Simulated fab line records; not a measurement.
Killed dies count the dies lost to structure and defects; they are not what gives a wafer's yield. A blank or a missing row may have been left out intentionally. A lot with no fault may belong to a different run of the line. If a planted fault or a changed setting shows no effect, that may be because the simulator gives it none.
Chamber matching / flow nand-harc / 4 sister chambers for NHARC_P_GATE_DESCUM_48 on rie-diel-03
The step chemistry O2, time 3 s. 20 wafers are shown with their chamber, then 10 later ones without.

WAFERS WITH THEIR CHAMBER
wafer=L075.2; chamber=0; showerhead-plenum-p-Torr (Torr)=2.03; drypump-motor-current-A (A)=5.2; oes-product-au (a.u.)=1.026
wafer=L075.3; chamber=3; showerhead-plenum-p-Torr (Torr)=2.05; drypump-motor-current-A (A)=5.7; oes-product-au (a.u.)=0.994
wafer=L075.4; chamber=2; showerhead-plenum-p-Torr (Torr)=1.99; drypump-motor-current-A (A)=5.5; oes-product-au (a.u.)=0.988
wafer=L077.1; chamber=3; showerhead-plenum-p-Torr (Torr)=2.05; drypump-motor-current-A (A)=5.6; oes-product-au (a.u.)=1.019
wafer=L077.2; chamber=0; showerhead-plenum-p-Torr (Torr)=2.03; drypump-motor-current-A (A)=5.2; oes-product-au (a.u.)=1.026
wafer=L077.6; chamber=3; showerhead-plenum-p-Torr (Torr)=2.05; drypump-motor-current-A (A)=5.6; oes-product-au (a.u.)=1.012
wafer=L078.2; chamber=2; showerhead-plenum-p-Torr (Torr)=1.99; drypump-motor-current-A (A)=5.5; oes-product-au (a.u.)=0.998
wafer=L078.4; chamber=0; showerhead-plenum-p-Torr (Torr)=2.03; drypump-motor-current-A (A)=5.2; oes-product-au (a.u.)=1.036
wafer=L078.6; chamber=3; showerhead-plenum-p-Torr (Torr)=2.05; drypump-motor-current-A (A)=5.7; oes-product-au (a.u.)=1.013
wafer=L081.2; chamber=3; showerhead-plenum-p-Torr (Torr)=2.05; drypump-motor-current-A (A)=5.6; oes-product-au (a.u.)=1.000
wafer=L081.3; chamber=0; showerhead-plenum-p-Torr (Torr)=2.03; drypump-motor-current-A (A)=5.2; oes-product-au (a.u.)=1.028
wafer=L081.6; chamber=0; showerhead-plenum-p-Torr (Torr)=2.03; drypump-motor-current-A (A)=5.2; oes-product-au (a.u.)=1.028
wafer=L084.1; chamber=3; showerhead-plenum-p-Torr (Torr)=2.05; drypump-motor-current-A (A)=5.7; oes-product-au (a.u.)=1.003
wafer=L084.3; chamber=2; showerhead-plenum-p-Torr (Torr)=1.99; drypump-motor-current-A (A)=5.5; oes-product-au (a.u.)=1.001
wafer=L084.5; chamber=1; showerhead-plenum-p-Torr (Torr)=1.81; drypump-motor-current-A (A)=6.2; oes-product-au (a.u.)=0.977
wafer=L086.1; chamber=2; showerhead-plenum-p-Torr (Torr)=1.99; drypump-motor-current-A (A)=5.5; oes-product-au (a.u.)=0.996
wafer=L086.3; chamber=0; showerhead-plenum-p-Torr (Torr)=2.02; drypump-motor-current-A (A)=5.2; oes-product-au (a.u.)=1.030
wafer=L086.4; chamber=1; showerhead-plenum-p-Torr (Torr)=1.81; drypump-motor-current-A (A)=6.2; oes-product-au (a.u.)=0.974
wafer=L086.2; chamber=3; showerhead-plenum-p-Torr (Torr)=2.05; drypump-motor-current-A (A)=5.7; oes-product-au (a.u.)=1.001
wafer=L086.5; chamber=2; showerhead-plenum-p-Torr (Torr)=1.99; drypump-motor-current-A (A)=5.5; oes-product-au (a.u.)=0.998

SIGNATURES, as means of the wafers listed above
reading=showerhead-plenum-p-Torr; chamber 0=2.0283; chamber 1=1.8100; chamber 2=1.9900; chamber 3=2.0500; scatter within a chamber=0.00228
reading=drypump-motor-current-A; chamber 0=5.200; chamber 1=6.200; chamber 2=5.500; chamber 3=5.657; scatter within a chamber=0.0327
reading=oes-product-au; chamber 0=1.02900; chamber 1=0.97550; chamber 2=0.99620; chamber 3=1.00600; scatter within a chamber=0.00632
Rule: a wafer lies at a distance from a chamber equal to the root of the sum of squares, over the readings, of (its reading less the chamber's mean, divided by the reading's scatter). The wafer belongs to the nearest chamber; if the next one is less than 2 further off, it can't be placed. The scatter is the square root of a quotient: the sum, over the shown wafers, of each reading's squared deviation from its chamber's mean, divided by wafers minus chambers.

WAFERS WITHOUT THEIR CHAMBER
wafer=L086.6; showerhead-plenum-p-Torr (Torr)=2.05; drypump-motor-current-A (A)=5.6; oes-product-au (a.u.)=0.998
wafer=L088.1; showerhead-plenum-p-Torr (Torr)=2.05; drypump-motor-current-A (A)=5.7; oes-product-au (a.u.)=0.994
wafer=L088.3; showerhead-plenum-p-Torr (Torr)=2.02; drypump-motor-current-A (A)=5.2; oes-product-au (a.u.)=1.022
wafer=L088.5; showerhead-plenum-p-Torr (Torr)=1.81; drypump-motor-current-A (A)=6.2; oes-product-au (a.u.)=0.976
wafer=L089.3; showerhead-plenum-p-Torr (Torr)=1.81; drypump-motor-current-A (A)=6.2; oes-product-au (a.u.)=0.982
wafer=L089.5; showerhead-plenum-p-Torr (Torr)=1.99; drypump-motor-current-A (A)=5.5; oes-product-au (a.u.)=0.983
wafer=L089.6; showerhead-plenum-p-Torr (Torr)=2.05; drypump-motor-current-A (A)=5.7; oes-product-au (a.u.)=0.992
wafer=L096.1; showerhead-plenum-p-Torr (Torr)=2.04; drypump-motor-current-A (A)=5.7; oes-product-au (a.u.)=0.977
wafer=L096.4; showerhead-plenum-p-Torr (Torr)=1.99; drypump-motor-current-A (A)=5.5; oes-product-au (a.u.)=0.992
wafer=L096.6; showerhead-plenum-p-Torr (Torr)=2.04; drypump-motor-current-A (A)=5.7; oes-product-au (a.u.)=0.984

THE CHAMBER EACH PASSED THROUGH
wafer=L086.6; from the rows above=3; in truth=3
wafer=L088.1; from the rows above=3; in truth=3
wafer=L088.3; from the rows above=0; in truth=0
wafer=L088.5; from the rows above=1; in truth=1
wafer=L089.3; from the rows above=1; in truth=1
wafer=L089.5; from the rows above=2; in truth=2
wafer=L089.6; from the rows above=3; in truth=3
wafer=L096.1; from the rows above=3; in truth=3
wafer=L096.4; from the rows above=2; in truth=2
wafer=L096.6; from the rows above=3; in truth=3
Correctly placed: 10 of 10. From these rows, 0 cannot be placed. 0 placed wrongly.
